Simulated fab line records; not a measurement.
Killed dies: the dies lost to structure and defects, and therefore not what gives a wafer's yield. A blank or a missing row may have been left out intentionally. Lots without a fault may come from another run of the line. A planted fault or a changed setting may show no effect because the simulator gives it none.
A struck lot beside a sound one | flow n5_finfet | 14 steps out of a route of 1938
Sound: wafers L565.2, L565.3, L565.6. Struck: wafers L567.4, L567.6. (L567.5 of the same lot was not struck and is left out.) The cause comes at the end.
At each step with rows: each side's tool, then ch and its chambers, then its first start. Under that, the readings that differ: sound wafers | struck wafers | difference of the means | sigmas: that difference in standard deviations of wafers without a fault.
alike: a reading whose means differ by less than 2 such deviations, as well as words and numbers matching on both sides. not compared: withheld readings; readings where some wafer has no value; bounds like >300 that might hide an equal value; numbers whose values overlap and for which the record gives no deviation.
The two part at a step that has a row with sigmas, a row that says differs or no value, or rows on one side only. Numbers that have no deviation but don't overlap get no sigmas and don't part them. A reading missing from all wafers of one side parts the sides only when that side holds two or more wafers.

first, 3 steps without rows for these wafers: N5_BEOL_M15_PEB_26 (peb time 90 s); N5_BEOL_M15_DEVELOP_27 (develop time 45 s); N5_BEOL_M15_HARDBAKE_32 (time 120 s).
N5_BEOL_M15_CD_MEAS_28 targets a cd of 407.6 nm.
  sound on cd_sem-02 ch 0, day 13 10:55; struck on cd_sem-02 ch 0, day 13 20:20
  alike: cd_nm
N5_BEOL_M15_OVL_MEAS_29:
  sound on overlay-01 ch 0, day 13 10:57; struck on overlay-01 ch 0, day 13 20:22
  alike: M15_OVL
N5_BEOL_M15_INSPECT_30: inspects for defects (macro).
  sound on defect_inspect-02, day 13 10:58; struck on defect_inspect-01, day 13 20:23
  alike: raw_defect_count
N5_BEOL_M15_DESCUM_33: chemistry O2, time 7.9 s.
  sound on rie_diel-02 ch 0,2,3, day 13 11:02; struck on rie_diel-02 ch 0,1, day 13 20:25
  alike: chamber_pressure_mTorr, drypump_motor_current_A, o2_flow_sccm, oes_product_au, rf_vpp_V, showerhead_plenum_p_Torr, throttle_valve_pct
  not compared: rf_hours_counter_h
N5_BEOL_M15_ETCH_61: etches BARC in N2/H2, target depth 89 nm, overetch 26.7 nm, time 67.9 s.
  sound on rie_diel-02 ch 0,2,3, day 13 11:05; struck on rie_diel-02 ch 0,1, day 13 20:28
  alike: chamber_pressure_mTorr, drypump_motor_current_A, oes_product_au, rf_vpp_V, showerhead_plenum_p_Torr, throttle_valve_pct
  not compared: rf_hours_counter_h
N5_BEOL_M15_TRENCH_ETCH_34: etches SiO2 in C4F8/O2/Ar, target depth 872.93 nm, time 199 s.
  sound on rie_diel-02 ch 0,2,3, day 13 11:08; struck on rie_diel-02 ch 0,1, day 13 20:31
  alike: C4F8_flow_sccm, chamber_pressure_mTorr, drypump_motor_current_A, he_outer_torr, oes_product_au, rf_vpp_V, showerhead_plenum_p_Torr, throttle_valve_pct
  not compared: rf_hours_counter_h
then, 1 step without rows for these wafers: N5_BEOL_M15_STRIP_36 (strips in O2).
N5_BEOL_M15_STRIP_62: strips in O2.
  sound on rie_diel-01 ch 0,1; struck on rie_diel-03 ch 0
  alike: chamber_pressure_mTorr, drypump_motor_current_A, o2_flow_sccm, oes_product_au, rf_vpp_V, showerhead_plenum_p_Torr, throttle_valve_pct
  not compared: rf_hours_counter_h
N5_BEOL_M15_STRIP_37: strips in O2.
  sound on rie_diel-01 ch 0,1, day 13 11:37; struck on rie_diel-03 ch 0, day 13 21:34
  reading                        | sound             | struck      | difference | sigmas
  chamber_pressure_mTorr (mTorr) | 30.02 30.01 29.96 | 20.96 21.04 | -9.00      | -99 or more
  rf_vpp_V (V)                   | 4.0 2.9 3.5       | 6.2 4.7     | +2.0       | +3
  alike: drypump_motor_current_A, o2_flow_sccm, oes_product_au, showerhead_plenum_p_Torr, throttle_valve_pct
  not compared: rf_hours_counter_h
N5_BEOL_M15_ETCH_38: etches SiCN in CF4/N2, target depth 106.4 nm, time 120.5 s.
  sound on rie_diel-01 ch 0,1; struck on rie_diel-03 ch 0
  alike: chamber_pressure_mTorr, drypump_motor_current_A, oes_product_au, rf_vpp_V, showerhead_plenum_p_Torr, throttle_valve_pct
  not compared: rf_hours_counter_h
following that, these wafers have no rows for 1 step: N5_PASSIVATION_PROBE_49.

WHERE THEY PART
At N5_BEOL_M15_STRIP_37 and nowhere else, as far as this record goes. Later steps at which nothing parts them and some readings are alike: N5_BEOL_M15_ETCH_38.

WHY: what the simulator had put in
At N5_BEOL_M15_STRIP_37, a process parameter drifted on rie_diel-03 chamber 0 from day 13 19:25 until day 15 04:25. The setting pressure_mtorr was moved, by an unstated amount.
